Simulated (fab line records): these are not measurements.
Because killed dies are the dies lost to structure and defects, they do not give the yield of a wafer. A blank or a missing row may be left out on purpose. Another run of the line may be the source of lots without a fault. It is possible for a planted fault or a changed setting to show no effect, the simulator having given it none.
Split-lot trial :: flow n5-finfet :: on a route of 1938 steps: 7 lots, 39 wafers read

== THE SPLIT ==
At N5_PASSIVATION_ETCH_54 (etches SiO2 in CHF3/O2, target depth 880 nm, time 440 s), the setting target-depth-a was moved away from the recipe's 8800 angstrom on 15 of the 39 wafers read, by -38.6% to +58.2%. For the rest of the wafers, this setting stayed at what the recipe calls for.

The reading comes from the split's own step.

== THE READING ==
etch.depth-nm (the simulator's own value, which no gauge read), in nm, at N5_PASSIVATION_ETCH_54 (etches SiO2 in CHF3/O2, target depth 880 nm, time 440 s). No usual value for it is given in the file. Average 874.0 nm, standard deviation 17 nm, over the 24 wafers here run with the recipe.

wafer: L074.1
tool, chamber at the split: rie-diel-01, 1
target-depth-a as run, angstrom: 8800
against the recipe: recipe
etch.depth-nm, nm: 862.7
against lot-mates on the recipe: -

wafer: L074.2
tool, chamber at the split: rie-diel-01, 2
target-depth-a as run, angstrom: 8800
against the recipe: recipe
etch.depth-nm, nm: 843.6
against lot-mates on the recipe: -

wafer: L074.3
tool, chamber at the split: rie-diel-01, 0
target-depth-a as run, angstrom: 8800
against the recipe: recipe
etch.depth-nm, nm: 866.2
against lot-mates on the recipe: -

wafer: L074.4
tool, chamber at the split: rie-diel-01, 3
target-depth-a as run, angstrom: 8800
against the recipe: recipe
etch.depth-nm, nm: 886.6
against lot-mates on the recipe: -

wafer: L074.5
tool, chamber at the split: rie-diel-01, 1
target-depth-a as run, angstrom: 8800
against the recipe: recipe
etch.depth-nm, nm: 858.4
against lot-mates on the recipe: -

wafer: L074.6
tool, chamber at the split: rie-diel-01, 2
target-depth-a as run, angstrom: 8800
against the recipe: recipe
etch.depth-nm, nm: 849.2
against lot-mates on the recipe: -

wafer: L075.1
tool, chamber at the split: rie-diel-06, 0
target-depth-a as run, angstrom: 8800
against the recipe: recipe
etch.depth-nm, nm: 881.5
against lot-mates on the recipe: -

wafer: L075.2
tool, chamber at the split: rie-diel-06, 3
target-depth-a as run, angstrom: 8800
against the recipe: recipe
etch.depth-nm, nm: 842.9
against lot-mates on the recipe: -

wafer: L075.3
tool, chamber at the split: rie-diel-06, 1
target-depth-a as run, angstrom: 8800
against the recipe: recipe
etch.depth-nm, nm: 863.1
against lot-mates on the recipe: -

wafer: L075.4
tool, chamber at the split: rie-diel-06, 2
target-depth-a as run, angstrom: 12350
against the recipe: +40.3%
etch.depth-nm, nm: 1226
against lot-mates on the recipe: +363.5

wafer: L075.5
tool, chamber at the split: rie-diel-06, 3
target-depth-a as run, angstrom: 12350
against the recipe: +40.3%
etch.depth-nm, nm: 1200
against lot-mates on the recipe: +337.5

wafer: L075.6
tool, chamber at the split: rie-diel-06, 0
target-depth-a as run, angstrom: 12350
against the recipe: +40.3%
etch.depth-nm, nm: 1240
against lot-mates on the recipe: +377.5

wafer: L077.1
tool, chamber at the split: rie-diel-04, 0
target-depth-a as run, angstrom: 12620
against the recipe: +43.4%
etch.depth-nm, nm: 1272
against lot-mates on the recipe: +387.1

wafer: L077.2
tool, chamber at the split: rie-diel-04, 1
target-depth-a as run, angstrom: 12620
against the recipe: +43.4%
etch.depth-nm, nm: 1256
against lot-mates on the recipe: +371.1

wafer: L077.3
tool, chamber at the split: rie-diel-04, 2
target-depth-a as run, angstrom: 8800
against the recipe: recipe
etch.depth-nm, nm: 865.8
against lot-mates on the recipe: -

wafer: L077.4
tool, chamber at the split: rie-diel-04, 3
target-depth-a as run, angstrom: 8800
against the recipe: recipe
etch.depth-nm, nm: 893
against lot-mates on the recipe: -

wafer: L077.5
tool, chamber at the split: rie-diel-04, 3
target-depth-a as run, angstrom: 12620
against the recipe: +43.4%
etch.depth-nm, nm: 1280
against lot-mates on the recipe: +395.1

wafer: L077.6
tool, chamber at the split: rie-diel-04, 0
target-depth-a as run, angstrom: 8800
against the recipe: recipe
etch.depth-nm, nm: 895.8
against lot-mates on the recipe: -

wafer: L082.1
tool, chamber at the split: rie-diel-04, 1
target-depth-a as run, angstrom: 8800
against the recipe: recipe
etch.depth-nm, nm: 866
against lot-mates on the recipe: -

wafer: L082.2
tool, chamber at the split: rie-diel-04, 3
target-depth-a as run, angstrom: 8800
against the recipe: recipe
etch.depth-nm, nm: 884.3
against lot-mates on the recipe: -

wafer: L082.3
tool, chamber at the split: rie-diel-04, 0
target-depth-a as run, angstrom: 8800
against the recipe: recipe
etch.depth-nm, nm: 877.6
against lot-mates on the recipe: -

wafer: L082.4
tool, chamber at the split: rie-diel-04, 3
target-depth-a as run, angstrom: 13920
against the recipe: +58.2%
etch.depth-nm, nm: 1414
against lot-mates on the recipe: +538.0

wafer: L082.5
tool, chamber at the split: rie-diel-04, 1
target-depth-a as run, angstrom: 13920
against the recipe: +58.2%
etch.depth-nm, nm: 1380
against lot-mates on the recipe: +504.0

wafer: L082.6
tool, chamber at the split: rie-diel-04, 0
target-depth-a as run, angstrom: 13920
against the recipe: +58.2%
etch.depth-nm, nm: 1393
against lot-mates on the recipe: +517.0

wafer: L083.1
tool, chamber at the split: rie-diel-06, 2
target-depth-a as run, angstrom: 8800
against the recipe: recipe
etch.depth-nm, nm: 880.4
against lot-mates on the recipe: -

wafer: L083.2
tool, chamber at the split: rie-diel-06, 1
target-depth-a as run, angstrom: 8800
against the recipe: recipe
etch.depth-nm, nm: 874.5
against lot-mates on the recipe: -

wafer: L083.3
tool, chamber at the split: rie-diel-06, 3
target-depth-a as run, angstrom: 8800
against the recipe: recipe
etch.depth-nm, nm: 888
against lot-mates on the recipe: -

wafer: L083.4
tool, chamber at the split: rie-diel-06, 0
target-depth-a as run, angstrom: 5937
against the recipe: -32.5%
etch.depth-nm, nm: 590.9
against lot-mates on the recipe: -290.1

wafer: L083.5
tool, chamber at the split: rie-diel-06, 0
target-depth-a as run, angstrom: 5937
against the recipe: -32.5%
etch.depth-nm, nm: 590
against lot-mates on the recipe: -291.0

wafer: L083.6
tool, chamber at the split: rie-diel-06, 3
target-depth-a as run, angstrom: 5937
against the recipe: -32.5%
etch.depth-nm, nm: 596.7
against lot-mates on the recipe: -284.3

wafer: L086.1
tool, chamber at the split: rie-diel-04, 1
target-depth-a as run, angstrom: 8800
against the recipe: recipe
etch.depth-nm, nm: 888.9
against lot-mates on the recipe: -

wafer: L086.2
tool, chamber at the split: rie-diel-04, 0
target-depth-a as run, angstrom: 5407
against the recipe: -38.6%
etch.depth-nm, nm: 542.1
against lot-mates on the recipe: -355.8

wafer: L086.3
tool, chamber at the split: rie-diel-04, 2
target-depth-a as run, angstrom: 8800
against the recipe: recipe
etch.depth-nm, nm: 901.7
against lot-mates on the recipe: -

wafer: L086.4
tool, chamber at the split: rie-diel-04, 3
target-depth-a as run, angstrom: 5407
against the recipe: -38.6%
etch.depth-nm, nm: 546.7
against lot-mates on the recipe: -351.2

wafer: L086.5
tool, chamber at the split: rie-diel-04, 2
target-depth-a as run, angstrom: 8800
against the recipe: recipe
etch.depth-nm, nm: 903.2
against lot-mates on the recipe: -

wafer: L086.6
tool, chamber at the split: rie-diel-04, 1
target-depth-a as run, angstrom: 5407
against the recipe: -38.6%
etch.depth-nm, nm: 550.2
against lot-mates on the recipe: -347.7

wafer: L093.3
tool, chamber at the split: rie-diel-01, 3
target-depth-a as run, angstrom: 8800
against the recipe: recipe
etch.depth-nm, nm: 887
against lot-mates on the recipe: -

wafer: L093.4
tool, chamber at the split: rie-diel-01, 2
target-depth-a as run, angstrom: 8800
against the recipe: recipe
etch.depth-nm, nm: 850.2
against lot-mates on the recipe: -

wafer: L093.6
tool, chamber at the split: rie-diel-01, 0
target-depth-a as run, angstrom: 8800
against the recipe: recipe
etch.depth-nm, nm: 864.9
against lot-mates on the recipe: -

FIT RESULTS
A straight line over all 39 wafers: etch.depth-nm changes by +8.81 nm for each +1% of target-depth-a; r = +1.00; the points scatter about the line by 17 nm.
The same after taking each lot's own level away (the mean of its wafers on the recipe; 39 wafers): +8.94 nm for each +1%; r = +1.00; scatter 12 nm.
That fit puts the effect of the largest move of target-depth-a on the reading at 5.2e+02 nm.
Across the lots, their own levels run from 861.12 to 897.93 nm, a range of 2.1 times the standard deviation given above.
The two slopes agree, so the slope changes little with the lot-to-lot level.
Check: +517 nm against its lot-mates is what the line predicts for one of the wafers moved furthest among these (+58.2%) when that wafer is left out of the fit. It came out at +538 nm against them.

== OTHER SPLITS ON THESE WAFERS ==
Other splits were also applied to these wafers ahead of the reading. Each is held against what the fit with the lots' levels taken away leaves over:
other split on the same wafers: N5_BEOL_M10_TRENCH_ETCH_37 target-depth-a
wafers away from the commonest value: 15
r with etch.depth-nm (lot level and that fit taken away): +0.38

other split on the same wafers: N5_PASSIVATION_PECVD_00 time-s
wafers away from the commonest value: 12
r with etch.depth-nm (lot level and that fit taken away): -0.13

== THE WHOLE CHAIN: every reading that the file lists as answering this split, in the file's order ==
step: N5_PASSIVATION_ETCH_54
what it does: etches SiO2 in CHF3/O2, target depth 880 nm, time 440 s
reading: PASSIVATION.feature-depth-nm (the simulator's own value, which no gauge read)
change (the file's fit): +8.94 nm for each +1% of the setting
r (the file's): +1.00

step: N5_PASSIVATION_ETCH_54
what it does: etches SiO2 in CHF3/O2, target depth 880 nm, time 440 s
reading: etch.depth-nm (the simulator's own value, which no gauge read)
change (the file's fit): +8.94 nm for each +1% of the setting
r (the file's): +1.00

== FILE'S OWN FIT ==
etch.depth-nm changes by +8.94 nm for each +1% of target-depth-a, r = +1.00.
